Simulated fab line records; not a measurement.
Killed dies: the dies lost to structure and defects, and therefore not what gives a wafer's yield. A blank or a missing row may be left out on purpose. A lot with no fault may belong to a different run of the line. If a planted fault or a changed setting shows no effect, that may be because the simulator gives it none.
Which tool is to blame? | flow n5-finfet | 9 lots (27 wafers sampled), 1 step of a 1938-step route

WHAT THE GAUGES READ, wafer by wafer
N5_BEOL_M0_SAQP_CD_MEAS_14 targets a cd of 42.5 nm.
lot  | measured     | on        | cd-nm (nm)
L646 | day 5 14:31  | cd-sem-01 | 42.1 42.1 42.2
L649 | day 6 07:05  | cd-sem-02 | 43.0 42.7 42.6
L650 | day 6 09:54  | cd-sem-02 | 42.1 42.3 42.4
L652 | day 7 00:49  | cd-sem-02 | 42.3 41.9 42.1
L659 | day 8 21:16  | cd-sem-01 | 42.8 42.4 42.5
L662 | day 9 09:57  | cd-sem-02 | 42.3 42.4 42.8
L663 | day 9 15:37  | cd-sem-01 | 42.8 42.3 42.3
L664 | day 9 21:41  | cd-sem-02 | 42.5 42.7 42.9
L666 | day 10 05:52 | cd-sem-03 | 42.4 42.7 42.6

WHICH TOOL RAN EACH LOT (tool, then ch and the chambers of the sampled wafers, then the start)
The record holds no process step before these readings.

THE ANSWER, worked out from the rows above alone
Rule: the usual values come from the lots themselves. Put in order of their means at a reading, lots are off if they are a third of the lots or fewer, leave a main group of 4 or more, and stand apart from it by a gap of 3 or more times the standard deviation of the main group's means; of several such gaps the widest counts. A main group whose means are all the same, to the digits that the tables above print for the reading, isn't used. Also off: a lot with no number at a reading for which 4 or more lots have one. Any other lot the step has rows for is counted as sound.
Across all readings shown, no lot is off: no conclusion can be drawn from this.

WHAT THE SIMULATOR HAD PUT IN
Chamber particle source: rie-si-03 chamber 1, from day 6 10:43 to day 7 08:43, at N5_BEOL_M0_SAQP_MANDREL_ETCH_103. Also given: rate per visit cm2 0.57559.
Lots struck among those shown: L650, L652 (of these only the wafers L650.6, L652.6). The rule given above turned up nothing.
